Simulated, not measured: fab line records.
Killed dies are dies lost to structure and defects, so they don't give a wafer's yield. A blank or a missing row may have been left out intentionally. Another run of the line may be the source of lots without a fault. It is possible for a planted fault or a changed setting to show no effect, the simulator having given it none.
Matching of chambers :: flow nand_harc :: 4 sister chambers for NHARC_P_GATE_DESCUM_31 on rie_diel-11
The step chemistry O2, time 3 s. 8 wafers are shown with their chamber, then 7 later ones without.

## WAFERS, EACH WITH ITS CHAMBER
wafer: L077.5
chamber: 1
showerhead_plenum_p_Torr (Torr): 2.02
oes_product_au (a.u.): 1.000

wafer: L081.6
chamber: 3
showerhead_plenum_p_Torr (Torr): 1.98
oes_product_au (a.u.): 1.012

wafer: L083.1
chamber: 0
showerhead_plenum_p_Torr (Torr): 1.96
oes_product_au (a.u.): 0.989

wafer: L086.2
chamber: 2
showerhead_plenum_p_Torr (Torr): 1.79
oes_product_au (a.u.): 0.997

wafer: L086.3
chamber: 1
showerhead_plenum_p_Torr (Torr): 2.02
oes_product_au (a.u.): 1.007

wafer: L086.4
chamber: 3
showerhead_plenum_p_Torr (Torr): 1.98
oes_product_au (a.u.): 1.013

wafer: L092.2
chamber: 2
showerhead_plenum_p_Torr (Torr): 1.78
oes_product_au (a.u.): 0.993

wafer: L092.3
chamber: 0
showerhead_plenum_p_Torr (Torr): 1.95
oes_product_au (a.u.): 0.999

## WAFERS MISSING THEIR CHAMBER
wafer: L092.5
showerhead_plenum_p_Torr (Torr): 1.95
oes_product_au (a.u.): 0.995

wafer: L093.4
showerhead_plenum_p_Torr (Torr): 1.95
oes_product_au (a.u.): 0.995

wafer: L093.5
showerhead_plenum_p_Torr (Torr): 1.78
oes_product_au (a.u.): 0.995

wafer: L093.6
showerhead_plenum_p_Torr (Torr): 2.01
oes_product_au (a.u.): 0.983

wafer: L096.3
showerhead_plenum_p_Torr (Torr): 1.78
oes_product_au (a.u.): 0.994

wafer: L096.5
showerhead_plenum_p_Torr (Torr): 1.95
oes_product_au (a.u.): 1.000

wafer: L096.6
showerhead_plenum_p_Torr (Torr): 1.97
oes_product_au (a.u.): 1.019

## WHICH CHAMBER EACH ONE RAN IN
wafer: L092.5
from the rows above: 0
in truth: 0

wafer: L093.4
from the rows above: 0
in truth: 0

wafer: L093.5
from the rows above: 2
in truth: 2

wafer: L093.6
from the rows above: 1
in truth: 1

wafer: L096.3
from the rows above: 2
in truth: 2

wafer: L096.5
from the rows above: 0
in truth: 0

wafer: L096.6
from the rows above: 3
in truth: 3
Correctly placed: 7 of 7. From these rows, 0 cannot be placed. Number placed wrongly: 0.
How it was worked out, from the rows above alone: a wafer's distance from a chamber is the root of the sum, over the readings, of the square of ((its reading less the chamber's mean) divided by the reading's scatter). The wafer belongs to the nearest chamber; if the next one is less than 2 further off, it can't be placed. Each chamber's mean is taken over the wafers shown for it. The scatter is the square root of a quotient: the sum, over the shown wafers, of each reading's squared deviation from its chamber's mean, divided by wafers minus chambers.
